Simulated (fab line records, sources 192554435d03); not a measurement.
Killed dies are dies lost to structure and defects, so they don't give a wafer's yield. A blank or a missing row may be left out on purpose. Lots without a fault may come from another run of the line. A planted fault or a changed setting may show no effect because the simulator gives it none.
A struck lot beside a sound one | flow n5_finfet | 28 steps out of a route of 1938
Sound: wafers L778.1, L778.2, L778.6. Struck: wafers L767.2, L767.4, L767.6. The cause comes at the end.
At each step with rows: each side's tool, then ch and its chambers, then its first start. Under that, the readings that differ: sound wafers | struck wafers | difference of the means | sigmas: that difference in standard deviations of wafers without a fault.
alike: readings whose means differ by less than 2 such deviations, and words and numbers that are the same on both sides. not compared: withheld readings, readings that some wafer has no value for, bounds like >300 that may hide the same value, and numbers for which the record gives no deviation and whose values overlap.
The two part at a step that has a row with sigmas, a row that says differs or no value, or rows on one side only. Numbers that don't overlap but have no deviation are shown without sigmas and don't part them. A reading that every wafer of one side lacks parts them only if that side has two wafers or more.

first, 11 steps without rows for these wafers: N5_BEOL_M8_CURE_75 (cures SiCOH lowk, time 120 s); N5_BEOL_M8_DEGAS_44 (time 60 s); N5_BEOL_M8_PRE_CLEAN_45 (time 30 s); N5_BEOL_M8_ALD_77 (deposits TaN, target thk 2 nm, pulse time 2 s, purge time 3 s); N5_BEOL_M8_SURFACE_TREAT_79; N5_BEOL_M8_CVD_78 (deposits Co from CCTBA/H2, target thk 2 nm, time 142.3 s); N5_BEOL_M8_SPUTTER_48 (material Cu, target thk 10 nm, time 1.667 s); N5_BEOL_M8_ECD_50 (material Cu, target thk 300 nm); N5_BEOL_M8_ANNEAL_51 (time 90 s); N5_BEOL_M8_CMP_52 (polishes, stops on SiCOH lowk, t overpolish 6.9 s, target thk 80 nm); N5_BEOL_M8_PRE_CLEAN_55 (time 15 s).
N5_BEOL_M8_DEP_56: deposits SiCN from 3MS/NH3, target thk 10 nm, time 17.5 s.
  sound on pecvd-03 ch 0,1, day 16 18:40; struck on pecvd-01 ch 0,2, day 13 18:03
  alike: chamber_pressure_Torr, showerhead_plenum_p_Torr, throttle_valve_pct
N5_BEOL_M8_INSPECT_58: inspects for defects (darkfield).
  sound on defect_inspect-02, day 16 18:46; struck on defect_inspect-02, day 13 18:09
  reading          | sound    | struck         | difference | sigmas
  raw_defect_count | 71 88 42 | 1026 1024 1029 | +959       | +48
then, 12 steps without rows for these wafers: N5_BEOL_M9_ILD_DEP_00 (deposits SiCOH lowk from DEMS/porogen, target thk 308.51 nm, time 58 s); N5_BEOL_M9_CURE_71 (cures SiCOH lowk, time 240 s); N5_BEOL_M9_PECVD_70 (deposits SiO2 from TEOS/O2, target thk 20 nm, time 22.7 s); N5_BEOL_M9_HM_DEP_02 (deposits TiN, target thk 20 nm); N5_BEOL_M9_COAT_59 (time 60 s, resist thk 100 nm); N5_BEOL_M9_COAT_60 (time 60 s, resist thk 30 nm); N5_BEOL_M9_COAT_05 (resist thk 90 nm); N5_BEOL_M9_EBR_07; N5_BEOL_M9_SOFTBAKE_06 (time 60 s); N5_BEOL_M9_EXPOSE_08 (exposes mask M9); N5_BEOL_M9_PEB_09 (peb time 60 s); N5_BEOL_M9_DEVELOP_10 (develop time 30 s).
N5_BEOL_M9_INSPECT_13: inspects for defects (brightfield).
  sound on defect_inspect-01, day 16 22:45; struck on defect_inspect-01, day 13 19:56
  reading          | sound       | struck         | difference | sigmas
  raw_defect_count | 379 550 421 | 1238 1199 1273 | +787       | +10
then, 1 step without rows for these wafers: N5_BEOL_M9_DESCUM_16 (chemistry O2, time 7.9 s).
-- the record jumps here: 3 days lie between the struck wafers' starts before and after (it left off in module BEOL_M9 and takes up again in module PASSIVATION, whose first step shown is number 1936 of the route) --
N5_PASSIVATION_PROBE_49:
  the record has rows for the struck wafers here (prober-01, day 16 08:53) and none for the sound ones

WHERE THEY PART
First at N5_BEOL_M8_INSPECT_58; last, within this record, at N5_PASSIVATION_PROBE_49.

WHY: what the simulator had put in
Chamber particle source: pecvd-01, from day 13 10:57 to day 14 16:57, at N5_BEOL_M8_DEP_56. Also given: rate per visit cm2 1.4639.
